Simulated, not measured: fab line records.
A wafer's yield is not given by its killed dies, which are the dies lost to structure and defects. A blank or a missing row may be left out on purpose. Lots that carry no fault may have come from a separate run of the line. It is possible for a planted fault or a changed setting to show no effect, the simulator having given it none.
What tool caused it?    flow nand harc    12 lots with 36 wafers sampled at 5 steps, on a route of 1159 steps

== WHAT EACH GAUGE READ, for each wafer ==
NHARC_THIN_TSV_THK_MEAS_02: measures by ir. Usual: thk nm 2977 nm, standard deviation 220.
lot   measured      on             thk nm (nm)     flag
L556  day 18 18:35  film metro-01  2923 3210 3036  
L555  day 18 19:48  film metro-02  2665 2950 2855  
L558  day 18 22:13  film metro-02  3000 2864 3228  
L557  day 19 08:13  film metro-02  3036 2987 2632  
L562  day 20 09:35  film metro-02  2774 3007 2969  
L563  day 21 00:14  film metro-02  2978 2993 3011  
L571  day 22 17:59  film metro-01  3029 2869 3054  
L572  day 22 19:11  film metro-02  2780 2766 2947  
L575  day 23 03:59  film metro-01  3415 3256 3497  
L574  day 23 02:45  film metro-01  2737 2751 2801  
L576  day 23 16:32  film metro-01  2769 2829 3019  
L578  day 24 06:02  film metro-02  2969 3162 3078  

NHARC_END_SORT_01. Usual: killed at array 29, standard deviation 10; killed at other 0.7, standard deviation 1; killed at periphery 3.7, standard deviation 2.6; killed dies 33, standard deviation 10; killed open 3.4, standard deviation 1.8; killed short 1.8, standard deviation 1.3.
lot   measured      on         killed at array  killed at other  killed at periphery  killed dies  killed open  killed short  flag
L562  day 21 04:43  prober-02  103 115 111      0 0 0            4 5 5                107 120 116  4 2 3        0 0 1         OFF
L563  day 21 16:08  prober-01  104 127 125      0 0 1            5 3 4                109 130 130  3 4 1        1 2 3         OFF

== EACH LOT AND THE TOOL THAT RAN IT (in order: tool; ch and the chambers of the sampled wafers; start) ==
lot   NHARC_A_CONTACT_ETCH_127              NHARC_A_BONDPAD_ETCH_34             NHARC_THIN_TSV_DEP_43
L556  har cap etch-03 ch 0,1, day 16 23:37  rie diel-11 ch 0,1, day 18 03:13    pecvd-03 ch 0,2, day 18 18:48
L555  har cap etch-02 ch 0,1, day 17 01:31  rie diel-11 ch 0,2, day 18 04:20    pecvd-03 ch 0,1,2, day 18 20:02
L558  har cap etch-01 ch 0,1, day 17 05:22  rie diel-12 ch 1,2,3, day 18 06:50  pecvd-02 ch 0,1, day 18 22:38
L557  har cap etch-02 ch 0,1, day 17 16:24  rie diel-11 ch 1,2,3, day 18 17:23  pecvd-01 ch 0,1,2, day 19 08:29
L562  har cap etch-01 ch 0,1, day 18 11:02  rie diel-11 ch 0,1,3, day 19 18:35  pecvd-01 ch 0,2, day 20 09:54
L563  har cap etch-01 ch 1, day 19 01:40    rie diel-12 ch 0,3, day 20 07:35    pecvd-01 ch 0,2, day 21 00:27
L571  har cap etch-02 ch 0,1, day 20 10:19  rie diel-11 ch 1,3, day 21 22:56    pecvd-03 ch 0,1, day 22 18:13
L572  har cap etch-03 ch 0,1, day 20 15:43  rie diel-11 ch 1,2, day 22 03:25    pecvd-03 ch 1,2, day 22 19:26
L575  har cap etch-03 ch 0,1, day 21 07:55  rie diel-11 ch 1,2,3, day 22 08:56  pecvd-02 ch 1,2, day 23 04:14
L574  har cap etch-03 ch 0,1, day 21 12:48  rie diel-11 ch 0,2, day 22 12:27    pecvd-03 ch 1,2, day 23 03:01
L576  har cap etch-03 ch 0,1, day 21 21:37  rie diel-12 ch 0,2,3, day 23 02:36  pecvd-01 ch 0,1,2, day 23 16:53
L578  har cap etch-02 ch 0,1, day 22 13:29  rie diel-12 ch 0,2, day 23 16:05    pecvd-01 ch 0,2, day 24 06:16
- NHARC_A_CONTACT_ETCH_127: etches the open film in C4F8/O2/Ar, time 155 s, target depth 956 nm.
- NHARC_A_BONDPAD_ETCH_34: etches the open film in N2/H2, target depth 60 nm, overetch 18 nm, time 65.91 s.
- NHARC_THIN_TSV_DEP_43: deposits SiO2, target thk 1328.5 nm.

== WHAT THE TOOLS THEMSELVES READ (means of the sampled wafers that have a number; where no wafer has one, the mark that the record gives instead) ==
NHARC_A_BONDPAD_ETCH_34. Usual: drypump motor current A 5.8 A, standard deviation 0.37; n2 flow sccm 150.0 sccm, standard deviation 0.44; oes product au 1.002 a.u., standard deviation 0.011; rf vpp V 430.9 V, standard deviation 2.6; showerhead plenum p Torr 2.05 Torr, standard deviation 0.093; throttle valve pct 14.170 %, standard deviation 0.0093.
lot   tool         drypump motor current A (A)  n2 flow sccm (sccm)  oes product au (a.u.)  rf vpp V (V)  showerhead plenum p Torr (Torr)  throttle valve pct (%)  flag
L556  rie diel-11  5.4                          149.9                1.007                  432.4         2.08                             14.175                  
L555  rie diel-11  5.7                          149.9                0.987                  431.6         2.05                             14.180                  
L558  rie diel-12  5.9                          149.8                0.997                  428.7         1.97                             14.177                  
L557  rie diel-11  5.7                          150.2                1.004                  431.7         2.07                             14.171                  
L562  rie diel-11  5.7                          149.7                1.009                  433.1         2.11                             14.165                  
L563  rie diel-12  6.4                          150.5                1.013                  427.1         1.93                             14.167                  
L571  rie diel-11  5.6                          149.7                1.011                  431.1         2.10                             14.169                  
L572  rie diel-11  5.6                          149.8                0.999                  428.8         2.00                             14.166                  
L575  rie diel-11  5.8                          150.0                1.009                  431.7         2.07                             14.164                  
L574  rie diel-11  5.7                          149.6                0.994                  431.5         2.05                             14.178                  
L576  rie diel-12  6.1                          150.3                1.000                  428.9         1.97                             14.168                  
L578  rie diel-12  5.8                          149.5                0.998                  430.1         2.02                             14.173                  

NHARC_THIN_TSV_DEP_43. Usual: throttle valve pct 15.6 %, standard deviation 0.61.
lot   tool      throttle valve pct (%)  flag
L556  pecvd-03  16.1                    
L555  pecvd-03  15.7                    
L558  pecvd-02  16.0                    
L557  pecvd-01  15.7                    
L562  pecvd-01  15.3                    
L563  pecvd-01  15.2                    
L571  pecvd-03  15.6                    
L572  pecvd-03  14.9                    
L575  pecvd-02  15.5                    
L574  pecvd-03  15.3                    
L576  pecvd-01  15.6                    
L578  pecvd-01  15.1                    

== THE ANSWER, worked out from the rows above alone ==
Rule: a lot is off if the mean of its wafers that have a number lies more than 3 standard deviations from the usual mean. A lot without any number at a reading at which 4 lots or more have one is off too. All remaining lots with rows at the step are treated as sound. After the gauges, taken in route order, come the tools' own readings; for these a lot's mean is taken, as printed above. At the first step where some lot is off, the reading lying furthest off is the one used; lots without a number count as furthest.
Off: L562, L563, at NHARC_END_SORT_01 (killed dies). Neither off nor sound, because the step has no rows for them: L556, L555, L558, L557, L571, L572, L575, L574, L576, L578.
A tool fits if, at a process step before that reading, it ran every lot that is off, and no sound lot after the first of them. The gauges at NHARC_END_SORT_01 are tried like those tools. Can't be told from this: 2 tools fit, har cap etch-01 at NHARC_A_CONTACT_ETCH_127, pecvd-01 at NHARC_THIN_TSV_DEP_43.

== WHAT WAS PUT IN BY THE SIMULATOR ==
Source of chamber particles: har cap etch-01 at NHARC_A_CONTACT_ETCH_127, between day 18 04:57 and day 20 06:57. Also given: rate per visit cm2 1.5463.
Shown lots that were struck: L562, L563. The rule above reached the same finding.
